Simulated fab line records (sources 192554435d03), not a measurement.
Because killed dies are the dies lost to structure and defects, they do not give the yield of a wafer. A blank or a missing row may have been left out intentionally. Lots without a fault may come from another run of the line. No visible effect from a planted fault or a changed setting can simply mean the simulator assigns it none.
Split-lot study	flow n5_finfet	on a route of 1938 steps: 7 lots, 21 wafers read

## ON THE SPLIT
At N5_FIN_SAQP_PECVD_48 (deposits SiNx from SiH4/NH3/N2, target thk 25 nm, time 22.1 s), the setting time_s was moved away from the recipe's 22.1 s on 4 of the 21 wafers read, by +10.2% to +13.4%. For the rest of the wafers, this setting stayed at what the recipe calls for.

## FROM THE SPLIT TO THE READING: what the file shows between them, 10 steps
- N5_FIN_SAQP_COAT_50: time 60 s, resist thk 35 nm (also split here: spin_rpm)
- N5_FIN_SAQP_PEB_14: peb time 60 s (also split here: peb_time_s)
- N5_FIN_SAQP_DEVELOP_15: develop time 30 s
- N5_FIN_SAQP_CD_MEAS_16: target cd 35.6 nm
- N5_FIN_SAQP_DESCUM_21: chemistry O2, time 7.9 s
- N5_FIN_SAQP_ETCH_51: etches SiARC in CF4, target depth 45.5 nm, time 75.8 s
- N5_FIN_SAQP_ETCH_52: etches SOC in N2/H2, target depth 100 nm, overetch 20 nm, time 150 s
- N5_FIN_SAQP_STRIP_53: strips in N2/H2
- N5_FIN_SAQP_HM_OPEN_73: chemistry CHF3/O2, target SiO2, stops on a-Si, target depth 12 nm, time 16.8 s
- N5_FIN_SAQP_MANDREL1_REMOVE_56: chemistry HBr/Cl2/O2, target a-Si, stops on SiNx, bt time 10 s

## THE READING
etch.depth_nm (the simulator's own value, which no gauge read), in nm, at N5_FIN_SAQP_ETCH_57 (etches SiNx in CH3F/O2, target depth 32.5 nm, time 46.4 s). There is no usual value for it anywhere in the file. Here, 17 wafers ran the recipe; their average is 25.03 nm with a standard deviation of 0.22 nm.

wafer	tool, chamber at the split	time_s as run, s	against the recipe	etch.depth_nm, nm	against lot-mates on the recipe
L075.1	pecvd-04, 1	22.1	recipe	24.7	-
L075.3	pecvd-04, 0	24.94	+12.9%	27.84	+2.78
L075.6	pecvd-04, 0	22.1	recipe	25.42	-
L076.2	pecvd-03, 0	24.82	+12.3%	28.03	+3.19
L076.3	pecvd-03, 2	22.1	recipe	24.67	-
L076.6	pecvd-03, 2	22.1	recipe	25.01	-
L079.2	pecvd-02, 1	22.1	recipe	24.84	-
L079.3	pecvd-02, 0	22.1	recipe	25.05	-
L079.4	pecvd-02, 2	22.1	recipe	24.93	-
L083.1	pecvd-04, 0	22.1	recipe	25.09	-
L083.3	pecvd-04, 1	22.1	recipe	25.06	-
L083.5	pecvd-04, 0	22.1	recipe	25.26	-
L091.3	pecvd-03, 0	22.1	recipe	24.73	-
L091.4	pecvd-03, 0	22.1	recipe	24.95	-
L091.5	pecvd-03, 2	22.1	recipe	25.14	-
L092.4	pecvd-02, 0	22.1	recipe	25.26	-
L092.5	pecvd-02, 2	22.1	recipe	24.97	-
L092.6	pecvd-02, 1	25.07	+13.4%	28.99	+3.87
L094.2	pecvd-04, 0	24.35	+10.2%	27.67	+2.43
L094.3	pecvd-04, 1	22.1	recipe	25.02	-
L094.4	pecvd-04, 2	22.1	recipe	25.46	-

THE FIT
A straight line over all 21 wafers: etch.depth_nm changes by +0.255 nm for each +1% of time_s; r = +0.98; the points scatter about the line by 0.27 nm.
The same after taking each lot's own level away (the mean of its wafers on the recipe; 21 wafers): +0.253 nm for each +1%; r = +0.98; scatter 0.24 nm.
The reading moves by 3.4 nm for the largest change in time_s, on that fit.
From 24.840 to 25.240 nm: that is the span of the lots' own levels, equal to 1.8 times the standard deviation above.
So the lot-to-lot level changes the slope little: the two slopes agree.
Check: for one of the wafers moved furthest among these (+13.4%), held out of the fit, the line's prediction against its lot-mates is +3.19 nm. It came out at +3.87 nm against them.

## THE OTHER SPLITS THESE WAFERS WENT THROUGH
Note: prior to the reading, these wafers also went through further splits. Each is held against what the fit with the lots' levels taken away leaves over:
other split on the same wafers	wafers away from the commonest value	r with etch.depth_nm (lot level and that fit taken away)
N5_WELL_APT_PEB_23 peb_temp_c	3	-0.07
N5_FIN_SAQP_HM_DEP_03 time_s	7	+0.24
N5_FIN_SAQP_COAT_50 spin_rpm	5	-0.19
N5_FIN_SAQP_PEB_14 peb_time_s	9	+0.23

## THE WHOLE CHAIN: every reading that the file lists as answering this split, in the file's order
step	what it does	reading	change (the file's fit)	r (the file's)
N5_FIN_SAQP_PECVD_48	deposits SiNx from SiH4/NH3/N2, target thk 25 nm, time 22.1 s	SiNx_of_FIN_SAQP_PECVD_48.thk_nm (the simulator's own value, which no gauge read)	+0.254 nm for each +1% of the setting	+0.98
N5_FIN_SAQP_ETCH_57	etches SiNx in CH3F/O2, target depth 32.5 nm, time 46.4 s	etch_rf_on_time_s	withheld for each +1% of the setting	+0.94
N5_FIN_SAQP_ETCH_57	etches SiNx in CH3F/O2, target depth 32.5 nm, time 46.4 s	etch.depth_nm (the simulator's own value, which no gauge read)	+0.253 nm for each +1% of the setting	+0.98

## FILE'S OWN FIT
etch.depth_nm changes by +0.253 nm for each +1% of time_s, r = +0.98.
